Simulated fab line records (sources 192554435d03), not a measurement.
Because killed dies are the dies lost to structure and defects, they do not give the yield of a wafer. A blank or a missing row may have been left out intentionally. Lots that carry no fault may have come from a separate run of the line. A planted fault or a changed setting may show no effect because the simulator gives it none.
2 desks looking at one fault :: flow n5 finfet :: numbers are kept per desk, each desk with only its own; the story behind them comes last

FROM THE METROLOGY DESK
Means of the sampled wafers that have a number, per lot and without regard to the tool the lot ran on: this is what the gauges read. Any lot whose mean is over 4 standard deviations away from the usual mean is out of limits and marked OUT; that distance is given in the brackets. Readings shown: 7 of its 10, picked as those furthest out on some lot.
Columns: A = DIBL_N at N5_BEOL_M4_RC_MEAS_101, usual 36.4 mV/V; B = IOFF_P at N5_BEOL_M4_RC_MEAS_101, usual 0.211 nA/um; C = ION_N at N5_BEOL_M4_RC_MEAS_101, usual 671 uA/um; D = ION_P at N5_BEOL_M4_RC_MEAS_101, usual 462 uA/um; E = SS_P at N5_BEOL_M4_RC_MEAS_101, usual 73.4 mV/dec; F = VT_N at N5_BEOL_M4_RC_MEAS_101, usual 250.1 mV; G = VT_P at N5_BEOL_M4_RC_MEAS_101, usual -250.1 mV
lot: L878
first seen here: day 7 23:52
A: 35.6
B: 0.194
C: 675
D: 461
E: 72.4
F: 249.9
G: -251.8

lot: L881
first seen here: day 8 18:28
A: 36.8
B: 0.203
C: 669
D: 458
E: 73.4
F: 253.1
G: -251.4

lot: L884
first seen here: day 9 15:51
A: 35.8
B: 0.197
C: 669
D: 460
E: 73.0
F: 251.1
G: -251.8

lot: L888
first seen here: day 10 14:41
A: 34.4
B: 0.221
C: 668
D: 462
E: 73.0
F: 250.9
G: -248.6

lot: L893
first seen here: day 11 13:08
A: 37.1
B: 0.225
C: 678
D: 467
E: 73.6
F: 248.2
G: -250.1

lot: L896
first seen here: day 12 13:58
A: 35.6
B: 0.219
C: 672
D: 465
E: 73.0
F: 250.0
G: -248.7

lot: L898
first seen here: day 12 20:07
A: 36.7
B: 0.211
C: 668
D: 458
E: 74.0
F: 249.0
G: -249.6

lot: L901
first seen here: day 13 20:34
A: 37.5
B: 0.175
C: 680
D: 457
E: 73.4
F: 248.1
G: -256.7
Result from this desk: across the 8 lots, nothing is out of limits.

TOOL OWNER'S DESK, rie diel-06
The tool's own readings at N5_MOL_CONTACT_COAG_ETCH_67 (etches SOC in N2/H2, target depth 60 nm, overetch 21 nm, time 101.2 s): means of the sampled wafers that have a number, for each lot that ran on this tool. Any lot whose mean is over 4 standard deviations away from the usual mean is out of limits and marked OUT; that distance is given in the brackets.
Columns: A = drypump motor current A at N5_MOL_CONTACT_COAG_ETCH_67, usual 5.7 A; B = oes product au at N5_MOL_CONTACT_COAG_ETCH_67, usual 0.66 a.u.; C = rf fwd power W at N5_MOL_CONTACT_COAG_ETCH_67, usual 834 W; D = rf vpp V at N5_MOL_CONTACT_COAG_ETCH_67, usual 524.3 V; E = showerhead plenum p Torr at N5_MOL_CONTACT_COAG_ETCH_67, usual 2.56 Torr; F = temp c at N5_MOL_CONTACT_COAG_ETCH_67, usual 39.99 C; G = throttle valve pct at N5_MOL_CONTACT_COAG_ETCH_67, usual 17.83 %
lot: L878
first seen here: day 5 06:07
A: 5.9
B: 0.63
C: 832
D: 525.3
E: 2.61
F: 40.04
G: 17.89

lot: L881
first seen here: day 6 00:07
A: 5.8
B: 0.61
C: 832
D: 524.4
E: 2.56
F: 39.95
G: 17.94

lot: L888
first seen here: day 7 19:40
A: 5.4
B: 0.60
C: 1036 (+63) OUT
D: 487.9 (-17) OUT
E: 2.56
F: 39.95
G: 17.90

lot: L893
first seen here: day 9 01:47
A: 5.9
B: 0.66
C: 1038 (+64) OUT
D: 488.3 (-16) OUT
E: 2.55
F: 40.04
G: 17.77
Finding of this desk: L888, L893 out of limits; the first was L888 at day 7 19:40, on rf fwd power W at N5_MOL_CONTACT_COAG_ETCH_67. L878, L881: within limits.

TAKEN TOGETHER
An alarm could have come from the tool owner's desk at day 7 19:40, on L888, L893.
Nothing out of limits was seen by the metrology desk.
The metrology desk has L888, L893 on record, within its limits.
All the named lots went through N5_MOL_CONTACT_COAG_ETCH_67 on rie diel-06.

WHAT THE SIMULATOR PUT IN
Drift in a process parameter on rie diel-06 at N5_MOL_CONTACT_COAG_ETCH_67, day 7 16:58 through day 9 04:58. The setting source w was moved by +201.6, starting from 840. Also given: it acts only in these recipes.
Struck lots among those shown: L888, L893.
Each desk's first reading out of limits, in hours after the fault started: the tool owner's desk, 3.
